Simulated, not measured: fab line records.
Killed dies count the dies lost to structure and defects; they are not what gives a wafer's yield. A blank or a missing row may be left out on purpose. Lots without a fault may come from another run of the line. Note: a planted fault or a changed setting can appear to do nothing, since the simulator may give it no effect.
A sampling plan put to the test + flow nandHarc + one fab line, 29 faults that these records tell of, each judged on the records of the lots that it struck; 1 more is left out, because the records don't allow judging it
The line's own looks make up the plan; these are the steps of the route where a gauge or inspection reads the wafer and leaves it unchanged. A look can be judged if struck wafers have a number there and the file gives its usual mean and standard deviation on fault-free wafers. Caught: 4 or more of those standard deviations (sigma) separate the usual mean from the mean of the struck wafers at a look after the fault's first step. On the tool: here the same test is run on the tool's own readings at the fault's steps. Also counted as caught: the struck wafers showing another recipe, or a record that is empty for them alone.

== THE FAULTS, as the simulator had put them in ==
1. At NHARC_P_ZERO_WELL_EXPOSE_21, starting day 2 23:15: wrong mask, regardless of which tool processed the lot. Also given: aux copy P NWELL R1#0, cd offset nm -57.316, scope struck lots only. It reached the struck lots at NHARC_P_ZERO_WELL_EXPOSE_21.
2. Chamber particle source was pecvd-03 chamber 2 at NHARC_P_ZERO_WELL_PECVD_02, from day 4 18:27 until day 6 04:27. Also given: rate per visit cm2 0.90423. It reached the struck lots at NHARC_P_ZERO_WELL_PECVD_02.
3. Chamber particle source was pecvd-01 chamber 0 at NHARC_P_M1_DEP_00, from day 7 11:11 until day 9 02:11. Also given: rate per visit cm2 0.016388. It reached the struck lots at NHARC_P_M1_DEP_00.
4. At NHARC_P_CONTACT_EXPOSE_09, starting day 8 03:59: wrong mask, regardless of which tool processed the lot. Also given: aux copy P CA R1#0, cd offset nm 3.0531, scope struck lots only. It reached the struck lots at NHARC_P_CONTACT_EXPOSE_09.
5. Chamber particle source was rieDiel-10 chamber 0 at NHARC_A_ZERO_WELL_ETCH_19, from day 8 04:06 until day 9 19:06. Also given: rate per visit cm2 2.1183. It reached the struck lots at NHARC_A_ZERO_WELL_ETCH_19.
6. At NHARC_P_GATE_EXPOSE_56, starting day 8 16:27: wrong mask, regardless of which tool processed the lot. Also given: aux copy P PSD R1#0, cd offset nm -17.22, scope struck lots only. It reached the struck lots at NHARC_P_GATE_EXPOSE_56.
7. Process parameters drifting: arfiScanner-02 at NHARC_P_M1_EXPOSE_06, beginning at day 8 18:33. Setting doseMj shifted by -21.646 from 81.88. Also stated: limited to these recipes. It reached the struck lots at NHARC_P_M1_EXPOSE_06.
8. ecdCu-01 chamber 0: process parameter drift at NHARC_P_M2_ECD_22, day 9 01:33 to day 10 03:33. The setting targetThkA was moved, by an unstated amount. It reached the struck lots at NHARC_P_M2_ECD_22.
9. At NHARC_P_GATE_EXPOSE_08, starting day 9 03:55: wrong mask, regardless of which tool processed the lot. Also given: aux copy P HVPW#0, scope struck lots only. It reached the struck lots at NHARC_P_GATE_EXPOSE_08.
10. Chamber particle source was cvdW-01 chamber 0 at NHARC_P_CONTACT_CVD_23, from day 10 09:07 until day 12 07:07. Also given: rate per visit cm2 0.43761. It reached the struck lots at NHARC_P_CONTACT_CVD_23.
11. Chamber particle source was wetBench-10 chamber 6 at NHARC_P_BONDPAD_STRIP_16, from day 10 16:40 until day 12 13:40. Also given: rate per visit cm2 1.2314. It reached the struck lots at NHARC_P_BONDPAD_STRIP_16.
12. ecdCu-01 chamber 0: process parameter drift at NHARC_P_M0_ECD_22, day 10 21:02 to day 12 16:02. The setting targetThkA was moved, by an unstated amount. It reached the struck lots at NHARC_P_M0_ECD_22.
13. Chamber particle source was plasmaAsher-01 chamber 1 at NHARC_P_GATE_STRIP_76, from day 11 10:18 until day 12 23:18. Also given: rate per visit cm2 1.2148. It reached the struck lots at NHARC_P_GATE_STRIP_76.
14. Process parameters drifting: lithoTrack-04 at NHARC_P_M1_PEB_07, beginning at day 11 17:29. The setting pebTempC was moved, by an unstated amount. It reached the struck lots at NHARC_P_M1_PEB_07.
15. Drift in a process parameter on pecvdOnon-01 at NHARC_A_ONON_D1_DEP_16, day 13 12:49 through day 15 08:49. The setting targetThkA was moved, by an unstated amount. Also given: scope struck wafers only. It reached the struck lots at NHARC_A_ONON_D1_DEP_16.
16. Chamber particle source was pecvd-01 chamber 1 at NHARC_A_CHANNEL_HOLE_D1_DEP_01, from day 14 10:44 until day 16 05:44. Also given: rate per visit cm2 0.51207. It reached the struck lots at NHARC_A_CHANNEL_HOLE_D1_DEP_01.
17. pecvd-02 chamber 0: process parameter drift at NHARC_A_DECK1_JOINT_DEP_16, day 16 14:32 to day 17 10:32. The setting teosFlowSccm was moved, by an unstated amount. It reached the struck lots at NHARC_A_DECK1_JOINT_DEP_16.
18. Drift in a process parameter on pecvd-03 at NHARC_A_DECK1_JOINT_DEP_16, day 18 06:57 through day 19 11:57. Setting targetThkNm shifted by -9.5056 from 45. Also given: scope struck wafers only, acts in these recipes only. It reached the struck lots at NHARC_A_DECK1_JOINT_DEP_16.
19. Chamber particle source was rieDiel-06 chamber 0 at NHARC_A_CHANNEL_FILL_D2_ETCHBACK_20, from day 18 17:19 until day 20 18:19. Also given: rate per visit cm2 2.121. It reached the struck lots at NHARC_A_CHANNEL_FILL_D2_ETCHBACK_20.
20. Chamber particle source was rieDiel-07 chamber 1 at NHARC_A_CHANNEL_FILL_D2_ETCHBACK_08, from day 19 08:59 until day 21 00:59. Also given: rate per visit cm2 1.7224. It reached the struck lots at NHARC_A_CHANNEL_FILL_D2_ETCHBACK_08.
21. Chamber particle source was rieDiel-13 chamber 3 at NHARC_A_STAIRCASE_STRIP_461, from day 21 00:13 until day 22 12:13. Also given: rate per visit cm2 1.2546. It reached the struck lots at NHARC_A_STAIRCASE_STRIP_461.
22. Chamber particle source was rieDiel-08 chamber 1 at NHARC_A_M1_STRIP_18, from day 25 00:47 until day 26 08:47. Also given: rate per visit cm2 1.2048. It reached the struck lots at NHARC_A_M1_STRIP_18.
23. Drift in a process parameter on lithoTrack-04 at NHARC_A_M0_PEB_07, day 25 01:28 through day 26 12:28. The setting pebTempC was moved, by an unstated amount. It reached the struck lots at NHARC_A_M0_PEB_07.
24. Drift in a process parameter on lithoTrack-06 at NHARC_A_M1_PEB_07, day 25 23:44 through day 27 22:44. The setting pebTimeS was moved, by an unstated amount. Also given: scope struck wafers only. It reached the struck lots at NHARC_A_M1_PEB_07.
25. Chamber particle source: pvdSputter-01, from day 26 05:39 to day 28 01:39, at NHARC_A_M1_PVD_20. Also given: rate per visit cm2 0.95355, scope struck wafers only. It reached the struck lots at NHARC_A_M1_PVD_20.
26. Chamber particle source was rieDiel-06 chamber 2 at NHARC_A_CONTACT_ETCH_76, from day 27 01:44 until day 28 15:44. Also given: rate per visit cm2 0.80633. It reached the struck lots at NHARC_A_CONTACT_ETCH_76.
27. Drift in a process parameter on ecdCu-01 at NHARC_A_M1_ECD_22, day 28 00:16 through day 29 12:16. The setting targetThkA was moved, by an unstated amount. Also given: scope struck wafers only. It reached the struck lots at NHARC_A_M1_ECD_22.
28. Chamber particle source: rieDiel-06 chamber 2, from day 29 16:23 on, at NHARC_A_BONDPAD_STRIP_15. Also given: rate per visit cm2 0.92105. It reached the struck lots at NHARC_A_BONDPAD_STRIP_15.
29. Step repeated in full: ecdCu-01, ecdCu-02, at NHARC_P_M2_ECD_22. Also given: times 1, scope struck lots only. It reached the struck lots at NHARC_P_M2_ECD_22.

== WHAT THE PLAN SAW ==
| fault | on the tool itself                    | first look that catches it                      | reading, sigma                                          | median hours from its first step to that look | hours from the fault's start to the first struck lot there | judged looks passed uncaught |
|-------|---------------------------------------|-------------------------------------------------|---------------------------------------------------------|-----------------------------------------------|------------------------------------------------------------|------------------------------|
| 1     | under 2 sigma                         | NHARC_P_ZERO_WELL_CD_MEAS_24                    | cdNm -29                                                | 0.2                                           | 5                                                          | 0                            |
| 2     | no reading that can be judged         | NHARC_P_ZERO_WELL_INSPECT_43                    | rawDefectCount +95                                      | 7.4                                           | 17                                                         | 0                            |
| 3     | under 2 sigma                         | NHARC_P_M1_INSPECT_11                           | rawDefectCount +4.3                                     | 0.9                                           | 12                                                         | 0                            |
| 4     | no reading that can be judged         | none of the 2 looks that can be judged after it | strongest: cdNm at NHARC_P_CONTACT_CD_MEAS_12, +2.7     | -                                             | -                                                          | 2                            |
| 5     | under 2 sigma                         | NHARC_A_ZERO_WELL_INSPECT_17                    | rawDefectCount +99 or beyond                            | 1.2                                           | 9                                                          | 0                            |
| 6     | under 2 sigma                         | NHARC_P_GATE_CD_MEAS_59                         | cdNm -8.0                                               | 0.2                                           | 4                                                          | 0                            |
| 7     | exposureDoseMJCm2 -99 or beyond sigma | NHARC_P_M1_CD_MEAS_09                           | cdNm -23                                                | 0.1                                           | 36                                                         | 0                            |
| 8     | no reading that can be judged         | no look after it can be judged                  | -                                                       | -                                             | -                                                          | 0                            |
| 9     | under 2 sigma                         | not the one look that can be judged after it    | -                                                       | -                                             | -                                                          | 1                            |
| 10    | under 2 sigma                         | NHARC_END_SORT_01                               | killedAtPeriphery +15                                   | 443.2                                         | 451                                                        | 0                            |
| 11    | no reading that can be judged         | NHARC_END_SORT_01                               | killedAtPeriphery +26                                   | 417.9                                         | 437                                                        | 0                            |
| 12    | no reading that can be judged         | no look after it can be judged                  | -                                                       | -                                             | -                                                          | 0                            |
| 13    | under 2 sigma                         | NHARC_P_GATE_INSPECT_68                         | rawDefectCount +11                                      | 4.0                                           | 12                                                         | 0                            |
| 14    | plateTempC +43 sigma                  | NHARC_P_M1_CD_MEAS_09                           | cdNm +27                                                | 0.1                                           | 16                                                         | 0                            |
| 15    | no reading that can be judged         | NHARC_A_ONON_D1_THK_MEAS_18                     | thkNm -28                                               | 0.5                                           | 17                                                         | 0                            |
| 16    | under 2 sigma                         | NHARC_A_CHANNEL_HOLE_D1_INSPECT_12              | rawDefectCount +99 or beyond                            | 0.8                                           | 20                                                         | 1                            |
| 17    | under 2 sigma                         | NHARC_A_DECK1_JOINT_THK_MEAS_17                 | thkNm -4.4                                              | 0.4                                           | 4                                                          | 0                            |
| 18    | under 2 sigma                         | NHARC_A_DECK1_JOINT_THK_MEAS_17                 | thkNm -6.7                                              | 0.2                                           | 6                                                          | 0                            |
| 19    | under 2 sigma                         | NHARC_END_SORT_01                               | killedDies +4.3                                         | 259.4                                         | 261                                                        | 0                            |
| 20    | under 2 sigma                         | NHARC_END_SORT_01                               | killedDies +4.3                                         | 221.3                                         | 221                                                        | 2                            |
| 21    | no reading that can be judged         | NHARC_END_SORT_01                               | killedDies +4.8                                         | 186.4                                         | 188                                                        | 1                            |
| 22    | under 2 sigma                         | NHARC_END_SORT_01                               | killedDies +5.5                                         | 34.1                                          | 35                                                         | 0                            |
| 23    | plateTempC +29 sigma                  | NHARC_A_M0_CD_MEAS_09                           | cdNm +15                                                | 0.1                                           | 5                                                          | 0                            |
| 24    | heaterPowerTotalW +29 sigma           | NHARC_A_M1_CD_MEAS_09                           | cdNm -6.1                                               | 0.1                                           | 13                                                         | 0                            |
| 25    | under 2 sigma                         | NHARC_END_SORT_01                               | killedDies +4.5                                         | 36.5                                          | 64                                                         | 0                            |
| 26    | under 2 sigma                         | NHARC_END_SORT_01                               | killedDies +4.6                                         | 62.4                                          | 73                                                         | 1                            |
| 27    | no reading that can be judged         | not the one look that can be judged after it    | -                                                       | -                                             | -                                                          | 1                            |
| 28    | only faintly: oesProductAu +2.4 sigma | NHARC_END_SORT_01                               | killedDies +4.9                                         | 41.5                                          | 74                                                         | 0                            |
| 29    | no reading that can be judged         | not the one look that can be judged after it    | strongest: killedAtPeriphery at NHARC_END_SORT_01, +2.5 | -                                             | -                                                          | 1                            |
A dash: this means the fault isn't caught or the number doesn't appear in these records.

Caught at a look: 23 of 29. Caught on the tool: 4 of 29. By one or the other: 23 of 29.
Caught at a look alone: faults 1, 2, 3, 5, 6, 10, 11, 13, 15, 16, 17, 18, 19, 20, 21, 22, 25, 26, 28.
Caught by neither: faults 4, 8, 9, 12, 27, 29.

== THINNER SAMPLING ==
In the worst case, this is how late the first struck lot would be measured if the look that catches a fault measured only every second or every third lot, by lot number:
| fault | struck lots at that look, in order of time | every lot | every second lot | every third lot |
|-------|--------------------------------------------|-----------|------------------|-----------------|
| 1     | L897                                       | 5 h       | may miss it      | may miss it     |
| 2     | L888                                       | 17 h      | may miss it      | may miss it     |
| 3     | L297, L298                                 | 12 h      | 25 h             | may miss all 2  |
| 5     | L146, L148                                 | 9 h       | may miss all 2   | may miss all 2  |
| 6     | L304                                       | 4 h       | may miss it      | may miss it     |
| 7     | L396, L398                                 | 36 h      | may miss all 2   | may miss all 2  |
| 10    | L649, L652                                 | 451 h     | 473 h            | may miss all 2  |
| 11    | L287                                       | 437 h     | may miss it      | may miss it     |
| 13    | L792, L793                                 | 12 h      | 13 h             | may miss all 2  |
| 14    | L428, L430                                 | 16 h      | may miss all 2   | may miss all 2  |
| 15    | L735, L736                                 | 17 h      | 30 h             | may miss all 2  |
| 16    | L488                                       | 20 h      | may miss it      | may miss it     |
| 17    | L743, L742                                 | 4 h       | 11 h             | may miss all 2  |
| 18    | L646, L649                                 | 6 h       | 14 h             | may miss all 2  |
| 19    | L557, L563                                 | 261 h     | may miss all 2   | may miss all 2  |
| 20    | L336, L338                                 | 221 h     | may miss all 2   | may miss all 2  |
| 21    | L197                                       | 188 h     | may miss it      | may miss it     |
| 22    | L850, L852                                 | 35 h      | may miss all 2   | may miss all 2  |
| 23    | L272, L273                                 | 5 h       | 32 h             | may miss all 2  |
| 24    | L401, L402                                 | 13 h      | 26 h             | may miss all 2  |
| 25    | L934, L933                                 | 64 h      | 74 h             | may miss all 2  |
| 26    | L155, L157                                 | 73 h      | may miss all 2   | may miss all 2  |
| 28    | L288                                       | 74 h      | may miss it      | may miss it     |
Hours: fault start to first struck lot measured. The test against the limit of 4 sigma pooled every struck wafer, which means one lot taken alone may stay below that limit. Other struck lots may not be in these records.

== THE LONGEST TIMED WAY FROM STEP TO LOOK ==
Fault 10: a median of 443.2 hours passes between NHARC_P_CONTACT_CVD_23 and NHARC_END_SORT_01. No look between them can be judged.
